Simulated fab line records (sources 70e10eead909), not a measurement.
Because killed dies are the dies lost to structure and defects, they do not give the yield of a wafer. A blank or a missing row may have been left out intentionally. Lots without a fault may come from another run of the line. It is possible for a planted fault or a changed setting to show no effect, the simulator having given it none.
Chamber matching || flow nand-harc || NHARC_A_BLC_ALD_23 on ald-metal-01 has 4 sister chambers
The step deposits TiN, target thk 3 nm, pulse time 1 s, ald cycles 150. 18 wafers are shown with their chamber, then 9 later ones without.

WAFERS WITH THEIR CHAMBER
{"wafer": "L079.2", "chamber": 1, "heater-power-w (W)": 974, "precursor-pulse-height-rel": 0.967}
{"wafer": "L079.4", "chamber": 2, "heater-power-w (W)": 1049, "precursor-pulse-height-rel": 1.002}
{"wafer": "L079.5", "chamber": 3, "heater-power-w (W)": 1108, "precursor-pulse-height-rel": 0.969}
{"wafer": "L084.3", "chamber": 1, "heater-power-w (W)": 993, "precursor-pulse-height-rel": 0.951}
{"wafer": "L084.4", "chamber": 0, "heater-power-w (W)": 1111, "precursor-pulse-height-rel": 1.010}
{"wafer": "L084.5", "chamber": 2, "heater-power-w (W)": 1069, "precursor-pulse-height-rel": 1.020}
{"wafer": "L086.1", "chamber": 1, "heater-power-w (W)": 976, "precursor-pulse-height-rel": 1.015}
{"wafer": "L086.4", "chamber": 3, "heater-power-w (W)": 1137, "precursor-pulse-height-rel": 1.015}
{"wafer": "L086.5", "chamber": 1, "heater-power-w (W)": 984, "precursor-pulse-height-rel": 0.988}
{"wafer": "L088.1", "chamber": 1, "heater-power-w (W)": 999, "precursor-pulse-height-rel": 1.008}
{"wafer": "L088.2", "chamber": 2, "heater-power-w (W)": 1037, "precursor-pulse-height-rel": 0.985}
{"wafer": "L088.4", "chamber": 3, "heater-power-w (W)": 1063, "precursor-pulse-height-rel": 1.009}
{"wafer": "L087.1", "chamber": 0, "heater-power-w (W)": 1140, "precursor-pulse-height-rel": 0.989}
{"wafer": "L087.4", "chamber": 2, "heater-power-w (W)": 1078, "precursor-pulse-height-rel": 0.992}
{"wafer": "L087.6", "chamber": 1, "heater-power-w (W)": 966, "precursor-pulse-height-rel": 0.991}
{"wafer": "L090.1", "chamber": 3, "heater-power-w (W)": 1129, "precursor-pulse-height-rel": 0.997}
{"wafer": "L090.4", "chamber": 0, "heater-power-w (W)": 1101, "precursor-pulse-height-rel": 1.014}
{"wafer": "L090.5", "chamber": 2, "heater-power-w (W)": 1075, "precursor-pulse-height-rel": 1.018}

SIGNATURES (means of the wafers above)
{"reading": "heater-power-w", "chamber 0": 1117.33, "chamber 1": 982.00, "chamber 2": 1061.60, "chamber 3": 1109.25, "scatter within a chamber": 21}
{"reading": "precursor-pulse-height-rel", "chamber 0": 1.00433, "chamber 1": 0.98667, "chamber 2": 1.00340, "chamber 3": 0.99750, "scatter within a chamber": 0.0198}
Rule: for a wafer and a chamber, the distance is found by dividing, reading by reading, the gap between the wafer's reading and the chamber's mean by the reading's scatter, squaring, summing and taking the root. The wafer belongs to the nearest chamber; if the next one is less than 2 further off, it can't be placed. The scatter is the square root of a quotient: the sum, over the shown wafers, of each reading's squared deviation from its chamber's mean, divided by wafers minus chambers.

WAFERS WITHOUT THEIR CHAMBER
{"wafer": "L093.1", "heater-power-w (W)": 1118, "precursor-pulse-height-rel": 1.003}
{"wafer": "L093.5", "heater-power-w (W)": 1114, "precursor-pulse-height-rel": 1.025}
{"wafer": "L093.6", "heater-power-w (W)": 1094, "precursor-pulse-height-rel": 1.021}
{"wafer": "L097.2", "heater-power-w (W)": 956, "precursor-pulse-height-rel": 0.973}
{"wafer": "L097.5", "heater-power-w (W)": 1017, "precursor-pulse-height-rel": 1.009}
{"wafer": "L097.6", "heater-power-w (W)": 1101, "precursor-pulse-height-rel": 1.029}
{"wafer": "L096.2", "heater-power-w (W)": 1132, "precursor-pulse-height-rel": 1.010}
{"wafer": "L096.4", "heater-power-w (W)": 1053, "precursor-pulse-height-rel": 0.979}
{"wafer": "L096.6", "heater-power-w (W)": 959, "precursor-pulse-height-rel": 1.015}

WHICH CHAMBER EACH ONE RAN IN
{"wafer": "L093.1", "from the rows above": "can't be placed: 0 or 3", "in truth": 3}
{"wafer": "L093.5", "from the rows above": "can't be placed: 0 or 3 or 2", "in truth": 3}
{"wafer": "L093.6", "from the rows above": "can't be placed: 3 or 0 or 2", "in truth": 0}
{"wafer": "L097.2", "from the rows above": 1, "in truth": 1}
{"wafer": "L097.5", "from the rows above": "can't be placed: 1 or 2", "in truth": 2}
{"wafer": "L097.6", "from the rows above": "can't be placed: 0 or 3 or 2", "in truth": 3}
{"wafer": "L096.2", "from the rows above": "can't be placed: 0 or 3", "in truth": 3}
{"wafer": "L096.4", "from the rows above": "can't be placed: 2 or 3", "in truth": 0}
{"wafer": "L096.6", "from the rows above": 1, "in truth": 1}
Placed correctly: 2 of 9. From these rows, 7 cannot be placed; in 6 the true chamber is one of the candidates. Number placed wrongly: 0.
